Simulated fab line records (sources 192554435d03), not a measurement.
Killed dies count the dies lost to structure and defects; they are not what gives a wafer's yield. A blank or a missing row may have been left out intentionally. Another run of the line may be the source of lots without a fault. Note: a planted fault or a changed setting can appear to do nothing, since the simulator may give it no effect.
Matching of chambers	flow n5_finfet	ald_sin-01 running N5_STI_FIN_REVEAL_ALD_00: 4 sister chambers
The step deposits SiO2, target thk 1 nm, pulse time 1 s. 18 wafers are shown with their chamber, then 9 later ones without.

== WAFERS PAIRED WITH THEIR CHAMBERS ==
wafer	chamber	heater_power_w (W)	precursor_pulse_height_rel
L081.4	3	496	0.999
L081.5	0	486	1.011
L081.6	1	386	1.036
L082.2	2	458	1.018
L082.3	3	501	1.009
L082.6	3	500	0.991
L083.1	0	510	1.023
L083.2	3	513	1.032
L083.4	2	456	0.983
L084.1	0	518	1.023
L084.2	2	456	0.977
L084.3	3	495	1.033
L091.2	2	458	1.037
L091.5	0	496	1.013
L091.6	1	397	1.055
L092.1	2	453	0.966
L092.4	1	390	0.992
L092.6	2	456	1.038

SIGNATURES (averages over the wafers above)
reading	chamber 0	chamber 1	chamber 2	chamber 3	scatter within a chamber
heater_power_w	502.50	391.00	456.17	501.00	8
precursor_pulse_height_rel	1.01750	1.02767	1.00317	1.01280	0.025
Rule: a wafer lies at a distance from a chamber equal to the root of the sum of squares, over the readings, of (its reading less the chamber's mean, divided by the reading's scatter). The wafer belongs to the nearest chamber; if the next one is less than 2 further off, it can't be placed. The scatter is the square root of a quotient: the sum, over the shown wafers, of each reading's squared deviation from its chamber's mean, divided by wafers minus chambers.

== WAFERS MISSING THEIR CHAMBER ==
wafer	heater_power_w (W)	precursor_pulse_height_rel
L093.3	496	0.990
L093.4	392	0.992
L093.6	459	1.005
L094.1	391	0.989
L094.2	496	1.037
L094.6	500	1.015
L097.1	467	1.025
L097.2	493	0.968
L097.5	457	0.977

== CHAMBER TAKEN BY EACH ==
wafer	from the rows above	in truth
L093.3	can't be placed: 3 or 0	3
L093.4	1	1
L093.6	2	2
L094.1	1	1
L094.2	can't be placed: 0 or 3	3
L094.6	can't be placed: 3 or 0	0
L097.1	2	2
L097.2	can't be placed: 3 or 0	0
L097.5	2	2
Correctly placed: 5 of 9. From these rows, 4 cannot be placed; in 4 the true chamber is one of the candidates. 0 placed wrongly.
